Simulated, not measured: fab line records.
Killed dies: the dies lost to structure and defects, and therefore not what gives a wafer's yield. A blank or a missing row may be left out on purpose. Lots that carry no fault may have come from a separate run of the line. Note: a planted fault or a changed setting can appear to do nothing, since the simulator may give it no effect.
fab line records | flow n5-finfet
record lots=5 wafers=15 last-day=18
route steps=1938 shown BEOL_M7@1282
lots untouched by any fault: they come from a run of this same line in which no faults occurred
start-h: start of the lot's first displayed wafer, in hours after the record's first day | wait-h: how many hours have passed since the lot's step before this one | " as in the row above | L1.1+2: a single row standing in for several wafers | - no value, or no start given | * or withheld: withheld | < > ~ a bound
route shown NAME@n: a module of which the file shows steps, and the number in the route of the first | usual: mean and standard deviation over wafers with no fault | same: alike in all rows | chamber/n: place in a boat | sites: per-site readings | _std_site: how widely they spread, as a standard deviation | _edge_site: outer sites' mean less inner sites' | radius-mm: for every site, how far away it sits from the centre of the wafer | mask NAME#n: copy n | behind: the tool/chamber that last shaped the wafer | hold: the reason the lot was held/the length of the hold in hours/how it ended | device: which transistor (n, p or np) failed to switch | end of line: the tests these same wafers got at the end of their route | a step given without rows: its recipe and nothing more | killed: count of dies lost to structure and defects at first sort (not the wafer's yield) | map: shows each die of a wafer: x if killed, . if not, _ if none is there
set.NAME: the setting the step ran with; set.NAME@STEP: the setting that earlier step ran with | model.NAME: the simulator's own value behind a step, which no gauge read
lots at some steps of the route; a table a step, a row a wafer
services: from which hour (start-h, from the record's first day; less than 0 if before it) a tool's chamber was out of use, for how many hours, and why
## steps
# step N5_BEOL_M7_STRIP_68
# recipe chemistry=N2/H2 temp-c=40 n2-flow-sccm=200 h2-flow-sccm=200 rf-frequency-hz=6e+07
# columns lot.wafer tool chamber start-h wait-h
L074.1+2+6 rie-diel-04 1,2,0 228.33 0.1
L079.2+4+6 rie-diel-04 3,0,2 233.75 0.1
L089.2+4+6 rie-diel-02 1,0,3 304.95 0.1
L092.1+3+5 rie-diel-02 2,0,1 323.76 0.1
L096.2+4+6 rie-diel-02 1,3,3 348.83 0.1
# step N5_BEOL_M7_STRIP_67
# recipe chemistry=CF4 resist=SiARC power-w=300 bias-power-w=75 pressure-mtorr=50 cf4-flow-sccm=150 rf-frequency-hz=6e+07
# usual drypump-motor-current-A=5.63/0.28 oes-product-au=0.81/0.099 rf-vpp-V=271.1/1.6 showerhead-plenum-p-Torr=1.79/0.054 throttle-valve-pct=13.5/0.31
# columns lot.wafer tool chamber start-h wait-h drypump-motor-current-A oes-product-au rf-hours-counter-h rf-vpp-V showerhead-plenum-p-Torr throttle-valve-pct
L074.1 rie-diel-04 1 228.34 0.0 5.93 0.72 183 273.0 1.86 13.6
L074.2 " 2 " " 5.79 0.94 5 270.6 1.76 13.1
L074.6 " 0 " " 5.68 0.72 - 271.1 1.77 13.9
L079.2 rie-diel-04 3 233.76 0.0 5.48 0.70 233 269.3 1.71 14.0
L079.4 " 0 " " 5.68 0.72 199 271.0 1.77 13.9
L079.6 " 2 " " 5.78 0.95 - 269.1 1.76 13.2
L089.2 rie-diel-02 1 304.96 0.0 5.83 0.90 16 272.0 1.82 13.1
L089.4 " 0 " " 5.29 0.71 219 270.0 1.72 13.9
L089.6 " 3 " " 5.44 0.88 - 269.1 1.75 13.5
L092.1 rie-diel-02 2 323.77 0.0 5.66 0.88 33 270.1 1.82 13.2
L092.3 " 0 " " 5.29 0.70 228 269.1 1.72 13.9
L092.5 " 1 " " 5.83 0.90 - 271.7 1.82 13.1
L096.2 rie-diel-02 1 348.84 0.0 5.87 0.88 30 271.8 1.82 13.1
L096.4 " 3 " " 5.46 0.84 44 270.1 1.75 13.6
L096.6 " 3 " " 5.49 0.85 - 270.8 1.75 13.6
# step N5_BEOL_M7_HM_OPEN_17
# recipe chemistry=Cl2/BCl3 target-depth-a=200 overetch-a=60 target=TiN mask-material=SOC ion-energy-ev=150 pressure-mtorr=10 icp-w=1000 bias-w=126 Cl2_flow_sccm=53.25 bcl3-flow-sccm=21.75 Ar_flow_sccm=25
# usual drypump-motor-current-A=5.8/0.45 oes-product-au=0.70/0.062 rf-fwd-power-W=992/3.5 throttle-valve-pct=22.17/0.22
# columns lot.wafer tool chamber start-h wait-h drypump-motor-current-A oes-product-au rf-fwd-power-W rf-hours-counter-h throttle-valve-pct
L074.1 rie-metal-02 0 228.38 0.0 5.0 0.72 991 15 22.30
L074.2 " 1 " " 6.4 0.76 995 16 22.17
L074.6 " 1 " " 6.4 0.76 999 - 22.16
L079.2 rie-metal-03 1 233.81 0.0 5.8 0.75 994 11 21.93
L079.4 " 0 " " 5.7 0.77 998 - 22.03
L079.6 " 0 " " 5.6 0.77 991 - 22.03
L089.2 rie-metal-01 1 305.01 0.0 6.2 0.59 991 76 22.65
L089.4 " 1 " " 6.2 0.58 988 - 22.65
L089.6 " 0 " " 5.7 0.63 987 - 22.08
L092.1 rie-metal-03 0 323.82 0.0 5.7 0.75 991 16 22.05
L092.3 " 1 " " 5.8 0.73 999 - 21.91
L092.5 " 1 " " 5.8 0.74 993 - 21.93
L096.2 rie-metal-02 1 348.88 0.0 6.4 0.72 991 25 22.18
L096.4 " 0 " " 5.1 0.69 996 - 22.35
L096.6 " 0 " " 5.1 0.70 997 - 22.32
# step N5_BEOL_M7_STRIP_19
# recipe chemistry=O2 power-w=400 temp-c=40 pressure-mtorr=30 rf-frequency-hz=6e+07 bias-power-w=0 overash-fraction=0.2 o2-flow-sccm=225
# usual drypump-motor-current-A=5.7/0.35 oes-product-au=0.80/0.097 rf-vpp-V=3.7/0.54 showerhead-plenum-p-Torr=2.11/0.066 throttle-valve-pct=16.58/0.24
# columns lot.wafer tool chamber start-h wait-h drypump-motor-current-A oes-product-au rf-hours-counter-h rf-vpp-V showerhead-plenum-p-Torr throttle-valve-pct
L074.1 rie-diel-04 3 228.49 0.1 5.5 0.70 232 3.4 1.99 17.07
L074.2 " 1 " " 5.9 0.74 183 3.9 2.15 16.52
L074.6 " 2 " " 5.8 0.96 - 3.7 2.05 16.21
L079.2 rie-diel-05 0 233.92 0.1 5.3 0.71 184 3.0 2.06 16.58
L079.4 " 1 " " 5.1 0.84 51 3.9 2.14 16.47
L079.6 " 3 " " 6.3 0.93 - 2.7 2.23 16.59
L089.2 rie-diel-04 2 305.17 0.1 5.8 0.89 23 4.4 2.04 16.25
L089.4 " 2 " " 5.8 0.90 - 3.2 2.04 16.26
L089.6 " 0 " " 5.7 0.69 - 3.1 2.07 17.13
L092.1 rie-diel-05 1 323.93 0.1 5.1 0.81 76 3.6 2.13 16.53
L092.3 " 2 " " 5.9 0.69 193 2.4 2.07 16.55
L092.5 " 2 " " 5.9 0.70 - 3.1 2.07 16.52
L096.2 rie-diel-04 2 349.06 0.2 5.8 0.88 41 3.4 2.04 16.28
L096.4 " 1 " " 5.9 0.70 222 3.6 2.14 16.61
L096.6 " 3 " " 5.5 0.94 - 4.4 2.24 16.71
# step N5_BEOL_M7_CD_MEAS_18
# recipe pitch-nm=80 target-cd-nm=40
# usual cd-nm=40.3/0.67
# columns lot.wafer tool chamber start-h wait-h cd-nm
L074.1 cd-sem-03 - 228.56 0.0 40.1
L074.2 " - " " 40.2
L074.6 " - " " 40.4
L079.2 cd-sem-01 - 233.99 0.1 40.4
L079.4 " - " " 40.4
L079.6 " - " " 39.7
L089.2 cd-sem-01 - 305.24 0.1 39.6
L089.4 " - " " 40.2
L089.6 " - " " 40.1
L092.1 cd-sem-01 - 324.00 0.0 40.1
L092.3 " - " " 39.5
L092.5 " - " " 41.2
L096.2 cd-sem-02 - 349.13 0.1 39.9
L096.4 " - " " 39.5
L096.6 " - " " 39.9
# step N5_BEOL_M7_COAT_63
# recipe resist=SOC temp-c=250 time-s=60 spin-rpm=1500 resist-thk-nm=60
# usual exhaust-pa=44.9/1
# columns lot.wafer tool chamber start-h wait-h exhaust-pa
L074.1 litho-track-04 0 228.70 0.1 44.2
L074.2 " 0 " " 44.2
L074.6 " 0 " " 43.0
L079.2 litho-track-01 0 235.00 1.0 45.8
L079.4 " 0 " " 45.6
L079.6 " 0 " " 43.8
L089.2 litho-track-01 0 307.71 2.5 46.1
L089.4 " 0 " " 44.6
L089.6 " 0 " " 45.8
L092.1 litho-track-04 0 325.08 1.1 45.4
L092.3 " 0 " " 45.4
L092.5 " 0 " " 44.5
L096.2 litho-track-01 0 349.18 0.1 45.9
L096.4 " 0 " " 45.9
L096.6 " 0 " " 45.8
# step N5_BEOL_M7_COAT_64
# recipe resist=SiARC temp-c=220 time-s=60 spin-rpm=1500 resist-thk-nm=12
# usual exhaust-pa=45.0/0.83
# columns lot.wafer tool chamber start-h wait-h exhaust-pa
L074.1 litho-track-04 0 - - 43.4
L074.2 " 0 " " 46.3
L074.6 " 0 " " 44.4
L079.2 litho-track-01 0 - - 43.4
L079.4 " 0 " " 45.9
L079.6 " 0 " " 44.5
L089.2 litho-track-01 0 - - 44.9
L089.4 " 0 " " 45.2
L089.6 " 0 " " 45.9
L092.1 litho-track-04 0 - - 43.0
L092.3 " 0 " " 45.5
L092.5 " 0 " " 45.2
L096.2 litho-track-01 0 - - 44.1
L096.4 " 0 " " 45.1
L096.6 " 0 " " 45.0
# step N5_BEOL_M7_COAT_71
# recipe resist=underlayer temp-c=205 time-s=60 spin-rpm=1500 resist-thk-nm=5
# usual exhaust-pa=45.1/0.87
# columns lot.wafer tool chamber start-h wait-h exhaust-pa
L074.1 litho-track-04 0 - - 45.3
L074.2 " 0 " " 44.8
L074.6 " 0 " " 46.0
L079.2 litho-track-01 0 - - 44.3
L079.4 " 0 " " 45.8
L079.6 " 0 " " 45.7
L089.2 litho-track-01 0 - - 42.6
L089.4 " 0 " " 44.0
L089.6 " 0 " " 44.1
L092.1 litho-track-04 0 - - 45.0
L092.3 " 0 " " 46.6
L092.5 " 0 " " 45.3
L096.2 litho-track-01 0 - - 44.7
L096.4 " 0 " " 45.0
L096.6 " 0 " " 45.6
# step N5_BEOL_M7_COAT_22
# recipe resist=CAR-EUV spin-rpm=1500 resist-thk-nm=30
# usual exhaust-pa=45.0/0.9
# columns lot.wafer tool chamber start-h wait-h exhaust-pa
L074.1 litho-track-04 0 - - 44.9
L074.2 " 0 " " 43.2
L074.6 " 0 " " 44.5
L079.2 litho-track-01 0 - - 45.7
L079.4 " 0 " " 45.4
L079.6 " 0 " " 43.9
L089.2 litho-track-01 0 - - 44.5
L089.4 " 0 " " 45.8
L089.6 " 0 " " 44.5
L092.1 litho-track-04 0 - - 44.0
L092.3 " 0 " " 44.1
L092.5 " 0 " " 44.0
L096.2 litho-track-01 0 - - 45.6
L096.4 " 0 " " 44.0
L096.6 " 0 " " 45.0
# step N5_BEOL_M7_EBR_24
# recipe solvent=PGMEA ebr-width-mm=1.5
# usual exhaust-pa=45.0/0.85
# columns lot.wafer tool chamber start-h wait-h exhaust-pa
L074.1 litho-track-04 0 - - 45.7
L074.2 " 0 " " 44.9
L074.6 " 0 " " 45.7
L079.2 litho-track-01 0 - - 44.8
L079.4 " 0 " " 43.8
L079.6 " 0 " " 44.8
L089.2 litho-track-01 0 - - 44.0
L089.4 " 0 " " 45.0
L089.6 " 0 " " 44.5
L092.1 litho-track-04 0 - - 44.1
L092.3 " 0 " " 45.8
L092.5 " 0 " " 46.0
L096.2 litho-track-01 0 - - 45.5
L096.4 " 0 " " 45.6
L096.6 " 0 " " 46.3
# step N5_BEOL_M7_SOFTBAKE_23
# recipe temp-c=110 time-s=60 resist=CAR-EUV
# usual exhaust-pa=44.9/0.89
# columns lot.wafer tool chamber start-h wait-h exhaust-pa
L074.1 litho-track-04 0 - - 45.1
L074.2 " 0 " " 44.9
L074.6 " 0 " " 45.8
L079.2 litho-track-01 0 - - 46.1
L079.4 " 0 " " 44.7
L079.6 " 0 " " 45.6
L089.2 litho-track-01 0 - - 43.8
L089.4 " 0 " " 44.1
L089.6 " 0 " " 43.3
L092.1 litho-track-04 0 - - 43.8
L092.3 " 0 " " 43.7
L092.5 " 0 " " 43.5
L096.2 litho-track-01 0 - - 43.5
L096.4 " 0 " " 43.8
L096.6 " 0 " " 45.2
# step N5_BEOL_M7_EXPOSE_25
# recipe mask-id=V6 na=0.33 source-shape=annular sigma-inner=0.4 sigma-outer=0.8 polarization=unpolarized target-cd-nm=40 dose-mj=42.5
# columns lot.wafer tool chamber start-h wait-h mask
L074.1+2+6 euv-scanner-02 0 228.96 - V6#0
L079.2+4+6 euv-scanner-01 0 235.27 - V6#0
L089.2+4+6 euv-scanner-01 0 307.86 - V6#0
L092.1+3+5 euv-scanner-02 0 325.34 - V6#0
L096.2+4+6 euv-scanner-02 0 349.41 - V6#0
# step N5_BEOL_M7_PEB_26
# recipe peb-temp-c=100 peb-time-s=60 resist=CAR-EUV
# usual exhaust-pa=44.9/0.8
# columns lot.wafer tool chamber start-h wait-h exhaust-pa
L074.1 litho-track-04 0 229.02 0.1 46.2
L074.2 " 0 " " 45.1
L074.6 " 0 " " 45.2
L079.2 litho-track-05 0 235.33 0.1 44.6
L079.4 " 0 " " 45.6
L079.6 " 0 " " 44.9
L089.2 litho-track-04 0 307.92 0.1 45.5
L089.4 " 0 " " 45.6
L089.6 " 0 " " 44.9
L092.1 litho-track-01 0 325.41 0.1 44.1
L092.3 " 0 " " 45.7
L092.5 " 0 " " 45.6
L096.2 litho-track-04 0 349.47 0.1 44.2
L096.4 " 0 " " 44.4
L096.6 " 0 " " 43.6
# step N5_BEOL_M7_DEVELOP_27
# recipe develop-time-s=30 developer=TMAH resist=CAR-EUV rinse-liquid=surfactant-rinse dry=air-spin dev-temp-c=23
# usual exhaust-pa=44.9/0.93
# columns lot.wafer tool chamber start-h wait-h exhaust-pa
L074.1 litho-track-04 0 - - 45.2
L074.2 " 0 " " 46.9
L074.6 " 0 " " 45.3
L079.2 litho-track-05 0 - - 45.4
L079.4 " 0 " " 44.9
L079.6 " 0 " " 44.6
L089.2 litho-track-04 0 - - 44.3
L089.4 " 0 " " 44.6
L089.6 " 0 " " 44.7
L092.1 litho-track-01 0 - - 45.4
L092.3 " 0 " " 46.7
L092.5 " 0 " " 45.9
L096.2 litho-track-04 0 - - 44.5
L096.4 " 0 " " 45.5
L096.6 " 0 " " 43.5
# step N5_BEOL_M7_CD_MEAS_28
# recipe target-cd-nm=40 landing-energy-ev=500 detector=se-inlens
# usual cd-nm=39.94/0.22
# columns lot.wafer tool chamber start-h wait-h cd-nm
L074.1 cd-sem-03 0 229.09 - 40.00
L074.2 " 0 " " 39.49
L074.6 " 0 " " 39.93
L079.2 cd-sem-03 0 235.39 - 39.97
L079.4 " 0 " " 40.27
L079.6 " 0 " " 39.81
L089.2 cd-sem-02 0 307.98 - 40.32
L089.4 " 0 " " 39.74
L089.6 " 0 " " 39.73
L092.1 cd-sem-03 0 325.48 - 39.90
L092.3 " 0 " " 39.74
L092.5 " 0 " " 39.97
L096.2 cd-sem-01 0 349.54 - 39.56
L096.4 " 0 " " 39.96
L096.6 " 0 " " 39.73
# step N5_BEOL_M7_OVL_MEAS_29
# recipe points-per-wafer=522
# usual V6_OVL=0.8/0.79
# columns lot.wafer tool chamber start-h wait-h V6_OVL[nm]
L074.1 overlay-02 0 229.12 0.0 0.9
L074.2 " 0 " " -0.7
L074.6 " 0 " " -0.6
L079.2 overlay-02 0 235.43 0.0 0.5
L079.4 " 0 " " 2.3
L079.6 " 0 " " 1.5
L089.2 overlay-01 0 308.02 0.0 -0.7
L089.4 " 0 " " -0.4
L089.6 " 0 " " 0.1
L092.1 overlay-02 0 325.51 0.0 1.1
L092.3 " 0 " " 1.4
L092.5 " 0 " " 1.0
L096.2 overlay-02 0 349.60 0.1 1.2
L096.4 " 0 " " 1.3
L096.6 " 0 " " 1.0
# step N5_BEOL_M7_INSPECT_30
# recipe mode=adi inspect-instrument=brightfield
# usual raw-defect-count=413/82
# columns lot.wafer tool chamber start-h wait-h raw-defect-count
L074.1 defect-inspect-01 - 229.18 0.1 379
L074.2 " - " " 608
L074.6 " - " " 494
L079.2 defect-inspect-02 - 235.48 0.0 469
L079.4 " - " " 553
L079.6 " - " " 419
L089.2 defect-inspect-01 - 308.07 0.0 385
L089.4 " - " " 478
L089.6 " - " " 274
L092.1 defect-inspect-02 - 325.56 0.1 446
L092.3 " - " " 407
L092.5 " - " " 371
L096.2 defect-inspect-01 - 349.65 0.0 524
L096.4 " - " " 378
L096.6 " - " " 465
# step N5_BEOL_M7_DESCUM_33
# recipe chemistry=O2 time-s=7 source-power-w=50 bias-power-w=20 pressure-mtorr=20 rf-frequency-hz=2.712e+07 temp-c=40 resist=CAR-EUV o2-flow-sccm=225
# usual drypump-motor-current-A=5.67/0.29 oes-product-au=0.80/0.1 rf-fwd-power-W=49.36/0.26 rf-vpp-V=243.2/1.4 showerhead-plenum-p-Torr=2.09/0.07 throttle-valve-pct=20.38/0.29
# columns lot.wafer tool chamber start-h wait-h drypump-motor-current-A oes-product-au rf-fwd-power-W rf-hours-counter-h rf-vpp-V showerhead-plenum-p-Torr throttle-valve-pct
L074.1 rie-diel-04 0 229.21 0.0 5.69 0.70 49.58 198 242.8 2.08 20.84
L074.2 " 3 " " 5.48 0.70 48.68 232 241.8 1.98 20.78
L074.6 " 1 " " 5.95 0.73 49.31 - 246.7 2.15 20.25
L079.2 rie-diel-04 3 235.52 0.0 5.49 0.71 48.96 233 239.8 1.98 20.76
L079.4 " 2 " " 5.77 0.95 49.27 6 241.9 2.05 19.98
L079.6 " 0 " " 5.68 0.71 49.22 - 243.4 2.08 20.85
L089.2 rie-diel-04 1 308.10 0.0 5.92 0.71 49.40 206 246.4 2.14 20.27
L089.4 " 0 " " 5.69 0.70 49.64 - 242.9 2.07 20.89
L089.6 " 2 " " 5.77 0.90 49.52 - 242.3 2.04 20.01
L092.1 rie-diel-04 2 326.26 0.7 5.77 0.89 49.43 31 242.4 2.04 20.03
L092.3 " 0 " " 5.68 0.69 49.45 227 244.0 2.07 20.89
L092.5 " 0 " " 5.68 0.69 49.54 - 243.5 2.07 20.92
L096.2 rie-diel-05 1 350.60 1.0 5.12 0.80 49.75 82 243.3 2.12 20.29
L096.4 " 0 " " 5.33 0.70 49.35 214 242.5 2.05 20.26
L096.6 " 3 " " 6.31 0.87 49.02 - 245.5 2.21 20.48
# step N5_BEOL_M7_ETCH_72
# recipe chemistry=N2/H2 target=underlayer target-depth-a=65 mask-material=CAR-EUV time-s=5.2 ion-energy-ev=200 pressure-mtorr=30 source-w=840 bias-w=150 n2-flow-sccm=200 h2-flow-sccm=200 ends=cleared
# usual drypump-motor-current-A=5.68/0.29 etch-rf-on-time-s=5.26/0.15 oes-product-au=0.67/0.088 rf-fwd-power-W=819.5/2.6 rf-vpp-V=523.7/2.7 showerhead-plenum-p-Torr=2.55/0.091 throttle-valve-pct=17.85/0.22
# columns lot.wafer tool chamber start-h wait-h drypump-motor-current-A etch-rf-on-time-s oes-product-au rf-fwd-power-W rf-hours-counter-h rf-vpp-V showerhead-plenum-p-Torr throttle-valve-pct
L074.1 rie-diel-04 0 229.25 0.0 5.70 5.58 0.59 816.2 198 520.0 2.51 18.12
L074.2 " 3 " " 5.51 5.10 0.61 821.7 232 519.3 2.41 18.19
L074.6 " 1 " " 5.95 5.26 0.61 817.2 - 526.4 2.65 17.95
L079.2 rie-diel-04 3 235.55 0.0 5.50 5.14 0.59 816.6 233 520.0 2.41 18.23
L079.4 " 2 " " 5.75 5.13 0.81 820.0 6 522.6 2.51 17.61
L079.6 " 0 " " 5.68 5.55 0.60 822.9 - 523.0 2.51 18.10
L089.2 rie-diel-04 1 308.14 0.0 5.93 5.36 0.59 817.0 206 526.8 2.64 17.97
L089.4 " 0 " " 5.69 5.60 0.58 818.4 - 521.7 2.50 18.14
L089.6 " 2 " " 5.79 5.13 0.77 818.9 - 521.3 2.51 17.64
L092.1 rie-diel-04 2 326.29 0.0 5.83 5.15 0.75 819.3 31 522.1 2.50 17.65
L092.3 " 0 " " 5.72 5.50 0.58 819.0 227 523.2 2.50 18.16
L092.5 " 0 " " 5.70 5.51 0.58 820.3 - 523.7 2.50 18.15
L096.2 rie-diel-05 1 350.64 0.0 5.09 5.16 0.70 819.7 82 523.9 2.57 17.69
L096.4 " 0 " " 5.35 5.31 0.59 819.7 214 523.5 2.50 17.78
L096.6 " 3 " " 6.32 5.32 0.73 817.2 - 525.9 2.71 17.98
# step N5_BEOL_M7_ETCH_65
# recipe chemistry=CF4 target=SiARC target-depth-a=156 mask-material=CAR-EUV time-s=26 ion-energy-ev=80 pressure-mtorr=40 source-w=545 bias-w=36 Ar_flow_sccm=100 cf4-flow-sccm=100 ends=cleared
# usual drypump-motor-current-A=5.67/0.29 etch-rf-on-time-s=26.4/0.75 oes-product-au=0.67/0.087 rf-fwd-power-W=532.0/2.1 rf-vpp-V=184.0/1.3 showerhead-plenum-p-Torr=2.14/0.07 throttle-valve-pct=15.59/0.27
# columns lot.wafer tool chamber start-h wait-h drypump-motor-current-A etch-rf-on-time-s oes-product-au rf-fwd-power-W rf-hours-counter-h rf-vpp-V showerhead-plenum-p-Torr throttle-valve-pct
L074.1 rie-diel-04 0 229.27 0.0 5.70 28.1 0.59 532.3 198 182.0 2.12 15.98
L074.2 " 3 " " 5.49 25.6 0.60 531.8 232 183.1 2.03 15.97
L074.6 " 1 " " 5.93 26.6 0.60 533.2 - 185.3 2.22 15.60
L079.2 rie-diel-04 3 235.57 0.0 5.50 25.7 0.60 531.0 233 182.6 2.03 15.97
L079.4 " 2 " " 5.80 26.0 0.80 533.1 6 183.2 2.11 15.23
L079.6 " 0 " " 5.69 27.9 0.60 531.6 - 183.5 2.12 15.97
L089.2 rie-diel-04 1 308.16 0.0 5.91 27.0 0.59 532.9 206 184.9 2.21 15.64
L089.4 " 0 " " 5.68 28.0 0.58 530.3 - 184.7 2.11 16.02
L089.6 " 2 " " 5.75 25.9 0.76 527.4 - 182.3 2.11 15.27
L092.1 rie-diel-04 2 326.31 0.0 5.74 25.4 0.75 534.5 31 184.0 2.10 15.30
L092.3 " 0 " " 5.68 27.7 0.58 529.4 227 184.1 2.11 16.03
L092.5 " 0 " " 5.69 27.7 0.57 528.2 - 183.6 2.11 16.02
L096.2 rie-diel-05 1 350.65 0.0 5.06 25.8 0.69 533.3 82 185.3 2.17 15.53
L096.4 " 0 " " 5.34 26.3 0.60 533.0 214 183.2 2.12 15.67
L096.6 " 3 " " 6.33 26.1 0.73 530.8 - 185.9 2.26 15.62
# step N5_BEOL_M7_ETCH_66
# recipe chemistry=N2/H2 target=SOC target-depth-a=800 overetch-a=160 mask-material=SiARC temp-c=40 time-s=120 ion-energy-ev=200 pressure-mtorr=30 source-w=840 bias-w=150 n2-flow-sccm=200 h2-flow-sccm=200
# usual drypump-motor-current-A=5.68/0.29 oes-product-au=0.61/0.074 rf-fwd-power-W=836/3.1 rf-vpp-V=523.9/2.4 showerhead-plenum-p-Torr=2.55/0.091 throttle-valve-pct=17.81/0.22
# columns lot.wafer tool chamber start-h wait-h drypump-motor-current-A oes-product-au rf-fwd-power-W rf-hours-counter-h rf-vpp-V showerhead-plenum-p-Torr throttle-valve-pct
L074.1 rie-diel-04 0 229.29 0.0 5.68 0.55 834 198 522.9 2.51 18.08
L074.2 " 3 " " 5.48 0.54 828 232 520.3 2.41 18.17
L074.6 " 1 " " 5.96 0.55 842 - 525.2 2.65 17.89
L079.2 rie-diel-04 3 235.60 0.0 5.49 0.54 836 233 519.7 2.41 18.15
L079.4 " 2 " " 5.78 0.71 832 6 522.5 2.51 17.57
L079.6 " 0 " " 5.69 0.55 835 - 522.7 2.51 18.07
L089.2 rie-diel-04 1 308.18 0.0 5.94 0.54 836 206 526.4 2.64 17.91
L089.4 " 0 " " 5.72 0.54 835 - 523.7 2.50 18.11
L089.6 " 2 " " 5.75 0.67 835 - 522.1 2.51 17.57
L092.1 rie-diel-04 2 326.34 0.0 5.77 0.67 835 31 522.4 2.50 17.59
L092.3 " 0 " " 5.71 0.54 838 227 523.1 2.50 18.11
L092.5 " 0 " " 5.68 0.54 838 - 523.6 2.50 18.11
L096.2 rie-diel-05 1 350.68 0.0 5.09 0.61 839 82 524.8 2.57 17.65
L096.4 " 0 " " 5.35 0.54 837 214 522.8 2.50 17.71
L096.6 " 3 " " 6.31 0.67 834 - 527.5 2.71 17.95
# step N5_BEOL_M7_STRIP_69
# recipe chemistry=N2/H2 temp-c=40 n2-flow-sccm=200 h2-flow-sccm=200 rf-frequency-hz=6e+07
# columns lot.wafer tool chamber start-h wait-h
L074.1+2+6 rie-diel-04 0,3,1 229.38 0.0
L079.2+4+6 rie-diel-04 3,2,0 235.68 0.0
L089.2+4+6 rie-diel-04 1,0,2 308.27 0.0
L092.1+3+5 rie-diel-04 2,0,0 326.42 0.0
L096.2+4+6 rie-diel-05 1,0,3 350.76 0.0
# step N5_BEOL_M7_STRIP_73
# recipe chemistry=N2/H2 temp-c=40 n2-flow-sccm=200 h2-flow-sccm=200 rf-frequency-hz=6e+07
# columns lot.wafer tool chamber start-h wait-h
L074.1+2+6 rie-diel-04 0,3,1 229.39 0.0
L079.2+4+6 rie-diel-04 3,2,0 235.69 0.0
L089.2+4+6 rie-diel-04 1,0,2 308.28 0.0
L092.1+3+5 rie-diel-04 2,0,0 326.43 0.0
L096.2+4+6 rie-diel-05 1,0,3 350.77 0.0
# step N5_BEOL_M7_VIA_ETCH_34
# recipe chemistry=C4F6/O2 target=SiCOH_lowk target-depth-a=1255 mask-material=SOC taper-deg=4 time-s=50.5 ion-energy-ev=250 pressure-mtorr=30 source-w=345 bias-w=185 Ar_flow_sccm=300 C4F6_flow_sccm=10 O2_flow_sccm=10
# usual drypump-motor-current-A=5.68/0.29 oes-product-au=0.79/0.1 rf-fwd-power-W=341.5/1.6 rf-vpp-V=671/7.5 showerhead-plenum-p-Torr=2.85/0.096 throttle-valve-pct=20.87/0.23
# columns lot.wafer tool chamber start-h wait-h drypump-motor-current-A oes-product-au rf-fwd-power-W rf-hours-counter-h rf-vpp-V showerhead-plenum-p-Torr throttle-valve-pct
L074.1 rie-diel-04 0 229.40 0.0 5.70 0.70 341.4 198 677 2.83 21.31
L074.2 " 3 " " 5.50 0.70 338.5 232 674 2.68 21.14
L074.6 " 1 " " 5.92 0.72 340.3 - 674 2.95 20.84
L079.2 rie-diel-04 3 235.70 0.0 5.50 0.70 336.9 233 674 2.68 21.12
L079.4 " 2 " " 5.76 0.95 339.3 6 662 2.82 20.62
L079.6 " 0 " " 5.68 0.70 340.8 - 675 2.83 21.29
L089.2 rie-diel-04 1 308.29 0.0 5.93 0.70 342.6 206 674 2.94 20.88
L089.4 " 0 " " 5.70 0.68 342.2 - 675 2.82 21.35
L089.6 " 2 " " 5.76 0.89 341.2 - 662 2.81 20.65
L092.1 rie-diel-04 2 326.44 0.0 5.75 0.88 341.9 31 659 2.81 20.67
L092.3 " 0 " " 5.68 0.68 341.4 227 677 2.81 21.35
L092.5 " 0 " " 5.68 0.68 341.7 - 678 2.81 21.34
L096.2 rie-diel-05 1 350.78 0.0 5.10 0.80 341.4 82 664 2.87 20.72
L096.4 " 0 " " 5.32 0.70 340.5 215 674 2.82 20.87
L096.6 " 3 " " 6.33 0.86 340.4 - 684 3.00 20.96
# step N5_BEOL_M7_STRIP_76
# recipe chemistry=C4F6/O2 resist=SiARC rf-frequency-hz=6e+07
# columns lot.wafer tool chamber start-h wait-h
L074.1+2+6 rie-diel-04 0,3,1 229.44 0.0
L079.2+4+6 rie-diel-04 3,2,0 235.74 0.0
L089.2+4+6 rie-diel-04 1,0,2 308.33 0.0
L092.1+3+5 rie-diel-04 2,0,0 326.48 0.0
L096.2+4+6 rie-diel-05 1,0,3 350.82 0.0
# step N5_BEOL_M7_STRIP_36
# recipe chemistry=N2/H2 power-w=450 temp-c=40 pressure-mtorr=20 rf-frequency-hz=6e+07 overash-fraction=0.3 bias-power-w=7 h2-frac=0.5 n2-flow-sccm=200 h2-flow-sccm=200
# usual drypump-motor-current-A=5.68/0.29 oes-product-au=0.79/0.1 rf-vpp-V=59.2/1.4 showerhead-plenum-p-Torr=2.54/0.091 throttle-valve-pct=23.63/0.22
# columns lot.wafer tool chamber start-h wait-h drypump-motor-current-A oes-product-au rf-hours-counter-h rf-vpp-V showerhead-plenum-p-Torr throttle-valve-pct
L074.1 rie-diel-04 0 229.45 0.0 5.68 0.71 198 57.7 2.51 23.82
L074.2 " 3 " " 5.52 0.70 232 58.2 2.40 23.85
L074.6 " 1 " " 5.93 0.74 - 60.9 2.65 23.75
L079.2 rie-diel-04 3 235.75 0.0 5.48 0.69 233 59.5 2.40 23.86
L079.4 " 2 " " 5.78 0.94 6 58.3 2.51 23.47
L079.6 " 0 " " 5.70 0.71 - 60.5 2.50 23.83
L089.2 rie-diel-04 1 308.34 0.0 5.96 0.71 206 56.8 2.64 23.81
L089.4 " 0 " " 5.70 0.70 - 58.2 2.50 23.85
L089.6 " 2 " " 5.74 0.90 - 60.8 2.50 23.52
L092.1 rie-diel-04 2 326.49 0.0 5.73 0.88 31 59.9 2.50 23.47
L092.3 " 0 " " 5.71 0.69 227 58.5 2.49 23.85
L092.5 " 0 " " 5.71 0.69 - 57.9 2.49 23.84
L096.2 rie-diel-05 1 350.83 0.0 5.13 0.80 82 58.3 2.56 23.51
L096.4 " 0 " " 5.35 0.70 215 57.8 2.50 23.36
L096.6 " 3 " " 6.34 0.86 - 58.3 2.70 23.87
## services
# columns tool chamber start-h hours kind
rie-diel-04 0 207.73 1.7 repair
euv-scanner-02 - 235.42 1.0 pm
rie-metal-02 - 235.86 2.8 pm
rie-diel-04 2 240.24 10.5 repair
rie-metal-01 - 242.61 0.2 repair
euv-scanner-01 - 246.79 1.0 pm
rie-diel-02 - 257.01 2.8 pm
euv-scanner-01 - 259.74 0.7 repair
rie-diel-02 3 261.30 17.6 repair
euv-scanner-01 - 266.10 4.6 pm
euv-scanner-02 - 270.70 12.0 pm
euv-scanner-02 - 287.27 4.6 pm
euv-scanner-01 - 291.87 5.8 pm
euv-scanner-02 - 294.24 1.2 repair
euv-scanner-02 - 297.65 1.0 pm
rie-diel-04 3 301.26 - clean
rie-diel-04 3 301.26 - consumable-replace:focus-ring
rie-diel-04 3 301.26 - consumable-replace:showerhead
euv-scanner-01 - 302.72 0.2 repair
euv-scanner-01 - 302.94 1.0 pm
rie-diel-02 1 307.24 11.4 repair
rie-diel-05 - 330.98 14.6 pm
euv-scanner-02 - 347.72 1.0 pm
rie-metal-01 1 350.01 16.2 repair
## key
fault none
